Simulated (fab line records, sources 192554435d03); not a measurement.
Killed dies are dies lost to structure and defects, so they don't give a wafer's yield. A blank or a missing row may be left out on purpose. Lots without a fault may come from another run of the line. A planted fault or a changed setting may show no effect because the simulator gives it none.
fab line records | flow n5_finfet
record lots=6 wafers=18 last_day=18
route steps=1938 shown GATE_CUT@501 BEOL_M4@1111
lots that met no fault: from a run of the same line without faults
start_h: hours from the record's first day to the start of the lot's first wafer shown | wait_h: hours since the lot's step before | " the same as in the row above | L1.1+2: a row that stands for several wafers | - no value, or no start given | * or withheld: withheld | < > ~ a bound
route shown NAME@n: a module of which the file shows steps, and the number in the route of the first | usual: mean/standard deviation of fault-free wafers | same: alike in all rows | chamber/n: place in a boat | sites: the reading at each site | _std_site: their standard deviation | _edge_site: outer sites' mean less inner sites' | radius_mm: how far each site lies from the wafer's centre | mask NAME#n: copy n | behind: the tool/chamber that last shaped the wafer | hold: why the lot was held/for how many hours/how that ended | device: the transistor (n, p or np) that didn't switch | end of line: the same wafers' tests at the end of the route | a step without rows: its recipe alone | killed: dies lost to structure and defects at the first sort, not the wafer's yield | map: a wafer's dies, x killed, . not, _ none there
set.NAME: the setting as run; set.NAME@STEP: as run at that earlier step | model.NAME: the simulator's own value behind a step, which no gauge read
lots at some steps of the route; a table a step, a row a wafer
services: from which hour (start_h, from the record's first day; less than 0 if before it) a tool's chamber was out of use, for how many hours, and why
## steps
# step N5_GATE_CUT_CUT_ETCH_54
# recipe chemistry=Cl2/BCl3 target=TiN mask_material=SiO2 target_depth_a=967 pressure_mtorr=10 icp_w=1000 bias_w=126 Cl2_flow_sccm=53.25 bcl3_flow_sccm=21.75 Ar_flow_sccm=25 ends=cleared
# usual drypump_motor_current_A=6.0/0.51 etch_rf_on_time_s=37.2/0.6 oes_product_au=0.64/0.11 throttle_valve_pct=22.19/0.22
# columns lot.wafer tool chamber start_h wait_h drypump_motor_current_A etch_rf_on_time_s oes_product_au rf_hours_counter_h throttle_valve_pct
L374.1 rie_metal-02 1 101.25 0.0 6.6 37.1 0.63 67 22.03
L374.2 " 0 " " 6.0 37.4 0.55 132 22.44
L374.5 " 1 " " 6.5 36.8 0.62 - 22.01
L379.1 rie_metal-02 0 133.05 0.0 6.0 37.6 0.55 135 22.43
L379.3 " 0 " " 6.0 37.5 0.55 - 22.43
L379.6 " 1 " " 6.6 37.3 0.62 - 22.03
L380.2 rie_metal-02 0 142.37 0.0 6.0 37.1 0.55 136 22.41
L380.3 " 1 " " 6.6 37.3 0.62 - 22.03
L380.5 " 1 " " 6.6 37.0 0.62 - 22.03
L387.2 rie_metal-02 1 185.45 0.1 6.6 37.0 0.61 - 22.03
L387.4 " 1 " " 6.6 37.4 0.60 - 22.04
L387.5 " 1 " " 6.5 37.4 0.60 - 22.03
L392.1 rie_metal-02 1 212.90 0.0 6.6 37.2 0.60 81 22.04
L392.3 " 0 " " 6.0 36.1 0.84 - 22.22
L392.4 " 1 " " 6.6 37.4 0.59 - 22.02
L394.3 rie_metal-03 1 226.89 0.0 5.4 37.5 0.84 - 22.03
L394.4 " 0 " " 5.8 36.7 0.88 - 22.54
L394.6 " 1 " " 5.4 37.1 0.85 - 22.04
# step N5_GATE_CUT_CUT_ETCH_55
# recipe chemistry=BCl3 target=HfO2 mask_material=SiO2 target_depth_a=32 ion_energy_ev=30 pressure_mtorr=5 icp_w=450 bias_w=18 bcl3_flow_sccm=80
# step N5_GATE_CUT_ETCH_47
# recipe chemistry=Cl2/BCl3 target=SiO2 target_depth_a=100 pressure_mtorr=10 icp_w=1000 bias_w=126 Cl2_flow_sccm=53.25 bcl3_flow_sccm=21.75 Ar_flow_sccm=25
# step N5_GATE_CUT_VAPOR_ETCH_48
# recipe chemistry=BCl3/Cl2 target=TiN mode=isotropic
# usual drypump_motor_current_A=6.0/0.51 oes_product_au=0.72/0.12
# columns lot.wafer tool chamber start_h wait_h drypump_motor_current_A oes_product_au
L374.1 rie_metal-02 1 101.37 0.0 6.6 0.70
L374.2 " 0 " " 6.0 0.63
L374.5 " 1 " " 6.6 0.69
L379.1 rie_metal-02 0 133.17 0.0 6.0 0.63
L379.3 " 0 " " 6.0 0.62
L379.6 " 1 " " 6.5 0.68
L380.2 rie_metal-02 0 142.49 0.0 6.0 0.63
L380.3 " 1 " " 6.5 0.68
L380.5 " 1 " " 6.5 0.69
L387.2 rie_metal-02 1 185.68 0.1 6.6 0.67
L387.4 " 1 " " 6.5 0.68
L387.5 " 1 " " 6.5 0.67
L392.1 rie_metal-02 1 213.02 0.0 6.6 0.67
L392.3 " 0 " " 6.0 0.95
L392.4 " 1 " " 6.5 0.67
L394.3 rie_metal-03 1 227.00 0.0 5.4 0.96
L394.4 " 0 " " 5.8 0.98
L394.6 " 1 " " 5.4 0.96
# step N5_GATE_CUT_VAPOR_ETCH_49
# recipe chemistry=BCl3/Cl2 target=TiAlC mode=isotropic
# step N5_GATE_CUT_VAPOR_ETCH_51
# recipe chemistry=BCl3/Cl2 target=HfO2 mode=isotropic
# step N5_GATE_CUT_STRIP_21
# recipe chemistry=N2/H2 time_s=30 power_w=1000 temp_c=250 pressure_mtorr=withheld n2_flow_sccm=1750 h2_flow_sccm=3250
# step N5_GATE_CUT_STRIP_29
# recipe chemistry=post_etch_residue_remover time_s=60 temp_c=25 remover_ph=withheld remover_water_wt_pct=withheld remover_fluoride_wt_pct=withheld
# step N5_GATE_CUT_SRD_52
# recipe dry=ipa_marangoni time_s=30 temp_c=23 rinse_liquid=diw
# step N5_GATE_CUT_ALD_22
# recipe material=SiNx target_thk_a=160 temp_c=400 ald_precursor_family=SiH2I2 ald_co_reactant=N2/H2-plasma pulse_time_s=1 ald_cycles=320 purge_time_s=2 co_reactant_purge_time_s=2 pressure_torr=2
# usual heater_power_w=861/130 precursor_pulse_height_rel=1.000/0.019
# same pulse_time_s=1
# columns lot.wafer tool chamber start_h wait_h heater_power_w precursor_pulse_height_rel since_wet_clean_h
L374.1 ald_sin-04 0 101.64 0.0 740 0.965 200
L374.2 " 3 " " 775 0.986 200
L374.5 " 0 " " 762 0.983 -
L379.1 ald_sin-04 0 133.50 0.1 754 0.988 231
L379.3 " 3 " " 765 0.998 231
L379.6 " 2 " " 939 1.024 -
L380.2 ald_sin-04 2 142.79 0.0 928 1.015 241
L380.3 " 3 " " 801 1.043 241
L380.5 " 2 " " 908 0.999 -
L387.2 ald_sin-04 1 186.46 0.5 923 1.019 284
L387.4 " 0 " " 733 0.977 284
L387.5 " 0 " " 738 1.003 -
L392.1 ald_sin-04 2 213.31 0.0 939 0.996 311
L392.3 " 0 " " 755 0.982 311
L392.4 " 1 " " 905 0.976 311
L394.3 ald_sin-02 1 227.25 0.0 742 1.025 220
L394.4 " 2 " " 893 1.041 220
L394.6 " 3 " " 855 0.960 -
# step N5_GATE_CUT_CMP_23
# recipe stop_on=SiO2 t_overpolish_s=23.4 post_cmp_clean=alkaline_brush down_force_psi=2.5 platen_rpm=51.8 pad_velocity_m_s=1.0307 target_thk_nm=16
# usual edge_zone_pressure_frac=1.000/0.0052 head_pressure_psi=2.500/0.0053 motor_current_A=9.0/1.1 overpolish_run_s=23.399/0.0091 time_to_endpoint_s=19/3.1
# columns lot.wafer tool chamber start_h wait_h edge_zone_pressure_frac head_pressure_psi motor_current_A overpolish_run_s time_to_endpoint_s
L374.1 cmp-04 1 103.13 0.8 1.003 2.501 6.9 23.396 17
L374.2 " 3 " " 0.995 2.490 9.3 23.397 13
L374.5 " 1 " " 0.994 2.495 6.8 23.389 19
L379.3 cmp-02 1 135.00 0.8 1.001 2.490 11.2 23.392 24
L379.1 " 3 " " 0.999 2.501 9.7 23.408 20
L379.6 " 1 " " 1.004 2.495 10.3 23.420 21
L380.3 cmp-04 1 144.28 0.8 1.001 2.503 6.5 23.409 15
L380.2 " 0 " " 0.998 2.501 9.2 23.404 18
L380.5 " 2 " " 1.010 2.500 8.6 23.397 15
L387.2 cmp-01 0 187.95 0.8 1.004 2.503 9.4 23.417 20
L387.4 " 3 " " 0.994 2.507 7.9 23.388 17
L387.5 " 0 " " 1.001 2.498 9.3 23.389 19
L392.1 cmp-02 2 214.80 0.8 1.006 2.500 8.9 23.390 14
L392.3 " 3 " " 1.009 2.505 9.1 23.402 21
L392.4 " 0 " " 1.001 2.499 9.1 23.409 18
L394.3 cmp-04 3 228.74 0.8 1.007 2.502 8.8 23.414 13
L394.4 " 1 " " 0.990 2.494 6.8 23.394 18
L394.6 " 0 " " 1.000 2.501 9.0 23.407 19
# step N5_GATE_CUT_THK_MEAS_24
# recipe reads=SiO2_of_GATE_CUT_HM_DEP_46+SiO2_flowable_of_ILD0_FCVD_FILL_01
# usual GC_FILL_THK=219.8/2.3
# columns lot.wafer tool chamber start_h wait_h GC_FILL_THK[nm]
L374.1 film_metro-01 - 103.42 - 215.8
L374.2 " - " " 216.3
L374.5 " - " " 221.6
L379.1 film_metro-01 - 135.30 - 219.6
L379.3 " - " " 214.9
L379.6 " - " " 222.5
L380.2 film_metro-01 - 144.58 - 222.7
L380.3 " - " " 217.1
L380.5 " - " " 220.6
L387.2 film_metro-02 - 188.24 - 221.4
L387.4 " - " " 219.4
L387.5 " - " " 224.4
L392.1 film_metro-01 - 215.10 - 217.1
L392.3 " - " " 219.9
L392.4 " - " " 224.4
L394.3 film_metro-02 - 229.04 - 221.9
L394.4 " - " " 219.3
L394.6 " - " " 223.9
# step N5_GATE_CUT_CMP_43
# recipe material=SiO2 post_cmp_clean=rinse_only
# usual edge_zone_pressure_frac=0.999/0.0051 motor_current_A=11.9/1.5
# columns lot.wafer tool chamber start_h wait_h edge_zone_pressure_frac motor_current_A model.SiO2_of_GATE_CUT_HM_DEP_46.thk_nm model.SiNx_of_GATE_CUT_ALD_22.thk_nm
L374.1 cmp-01 3 103.45 0.0 0.993 10.2 4.8 6.2
L374.2 " 2 " " 1.000 9.7 4.8 3.8
L374.5 " 0 " " 0.994 12.3 5 6.8
L379.1 cmp-04 1 135.53 0.2 - - 103.6 16
L379.3 " 3 " " - - 101.4 16
L379.6 " 1 " " - - 105.6 16.2
L380.3 cmp-02 2 144.60 0.0 - - 103.4 16
L380.2 " 0 " " - - 106.4 16
L380.5 " 3 " " - - 106.8 16
L387.4 cmp-04 2 188.27 0.0 1.003 11.3 5 5.2
L387.2 " 0 " " 1.003 11.7 5 5.2
L387.5 " 3 " " 0.998 11.9 5.2 3.8
L392.4 cmp-02 1 215.13 0.0 1.000 14.6 5.2 5.6
L392.1 " 3 " " 0.996 12.4 4.8 6.8
L392.3 " 0 " " 1.004 12.5 5 4.4
L394.4 cmp-02 1 229.07 0.0 0.994 14.0 5 6.8
L394.3 " 0 " " 1.000 12.9 5 4.4
L394.6 " 2 " " 1.007 12.1 5.2 3.6
# step N5_GATE_CUT_CMP_61
# recipe stop_on=SiNx t_overpolish_s=3 post_cmp_clean=alkaline_brush down_force_psi=4 platen_rpm=27.09 pad_velocity_m_s=0.539
# usual edge_zone_pressure_frac=1.000/0.0052 head_pressure_psi=4.001/0.0087 motor_current_A=12.0/1.6
# columns lot.wafer tool chamber start_h wait_h edge_zone_pressure_frac head_pressure_psi motor_current_A
L374.1 cmp-01 3 103.93 0.4 1.005 4.003 10.7
L374.2 " 2 " " 1.003 4.004 9.5
L374.5 " 0 " " 1.008 3.996 12.7
L379.1 cmp-04 1 135.96 0.3 1.006 3.996 8.7
L379.3 " 3 " " 1.000 3.993 11.6
L379.6 " 1 " " 1.001 3.994 9.1
L380.3 cmp-02 2 145.08 0.4 0.996 4.009 12.4
L380.2 " 0 " " 0.994 4.005 12.8
L380.5 " 3 " " 1.003 3.983 12.2
L387.4 cmp-04 2 188.75 0.4 0.993 4.005 11.2
L387.2 " 0 " " 1.003 4.003 12.2
L387.5 " 3 " " 0.996 4.009 11.9
L392.4 cmp-02 1 215.61 0.4 1.005 3.993 15.6
L392.1 " 3 " " 0.997 3.987 12.7
L392.3 " 0 " " 1.006 4.004 13.0
L394.4 cmp-02 1 229.55 0.4 0.993 4.018 15.1
L394.3 " 0 " " 1.000 4.002 13.3
L394.6 " 2 " " 0.993 3.992 11.9
# step N5_BEOL_M4_RC_MEAS_101
# usual DIBL_N=36.0/2.5 DIBL_P=36.2/3 IOFF_N=0.16/0.044 IOFF_P=0.21/0.049 ION_N=671/15 ION_P=461/8.7 SS_N=71.5/0.72 SS_P=73.4/0.9 VT_N=251/4.4 VT_P=-250/4
# columns lot.wafer tool chamber start_h wait_h DIBL_N[mV/V] DIBL_P[mV/V] IOFF_N[nA/um] IOFF_P[nA/um] ION_N[uA/um] ION_P[uA/um] SS_N[mV/dec] SS_P[mV/dec] VT_N[mV] VT_P[mV]
L374.1 prober-02 0 206.65 0.0 36.0 38.5 0.17 0.23 659 456 71.8 74.9 248 -248
L374.2 " 0 " " 34.5 36.1 0.15 0.20 676 468 71.1 73.7 247 -249
L374.5 " 0 " " 33.9 35.1 0.13 0.18 656 451 71.0 73.2 251 -252
L387.2 prober-02 0 271.16 0.2 38.9 40.4 0.23 0.28 701 476 72.3 73.8 245 -246
L387.4 " 0 " " 35.1 34.5 0.15 0.18 678 458 71.1 72.5 249 -253
L387.5 " 0 " " 36.7 37.4 0.17 0.22 692 468 72.2 73.7 250 -252
L392.1 prober-01 0 309.27 0.4 36.4 36.8 0.18 0.27 693 481 71.3 72.0 243 -242
L392.3 " 0 " " 37.4 36.8 0.19 0.25 678 468 70.8 73.8 246 -246
L392.4 " 0 " " 36.1 34.6 0.15 0.20 666 458 71.4 72.9 250 -251
L394.3 prober-02 0 319.01 0.3 30.4 29.3 0.07 0.10 638 438 70.0 71.8 261 -263
L394.4 " 0 " " 35.3 35.9 0.12 0.18 662 456 71.2 73.4 256 -255
L394.6 " 0 " " 33.7 33.6 0.11 0.14 660 453 71.0 73.0 256 -258
## services
# columns tool chamber start_h hours kind
ald_sin-02 - 100.09 5.0 repair
ald_sin-04 - 112.23 14.6 pm
cmp-01 - 129.25 7.7 pm
cmp-04 - 153.06 6.5 repair
rie_metal-02 0 164.01 - clean
rie_metal-02 0 164.01 22.8 scheduled_down
rie_metal-02 0 164.01 22.8 vent_cycle
ald_sin-04 0 172.66 11.4 repair
rie_metal-03 1 182.16 - clean
rie_metal-03 1 182.16 24.4 scheduled_down
rie_metal-03 1 182.16 24.4 vent_cycle
cmp-04 - 191.48 0.5 repair
rie_metal-03 0 206.55 - clean
rie_metal-03 0 206.55 12.7 scheduled_down
rie_metal-03 0 206.55 12.7 vent_cycle
cmp-01 - 213.14 15.0 pm
## key
first_sign step=N5_GATE_CUT_CMP_43 reading=tool_record direction=missing
effect none on later readings
model_effect step=N5_GATE_CUT_CMP_43 value=SiO2_of_GATE_CUT_HM_DEP_46.thk_nm without=5 struck=104.5
met_at N5_GATE_CUT_CMP_43
struck_wafers L379.1,L379.3,L379.6,L380.2,L380.3,L380.5
later_rows_left_out L379.1,L379.3,L379.6,L380.2,L380.3,L380.5
sort_left_out L379.1,L379.3,L379.6,L380.2,L380.3,L380.5
fault kind=skipped_step_whole tool=cmp-02,cmp-04 chamber=- onset_h=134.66 steps=N5_GATE_CUT_CMP_43 scope=struck_lots_only
# sort_left_out: the simulated sort isn't trusted on such a fault, so these wafers' sort isn't shown, and their yield isn't known
# later_rows_left_out: the simulator's readings of these wafers behind a module that went badly wrong aren't trusted and aren't shown, but for the sort
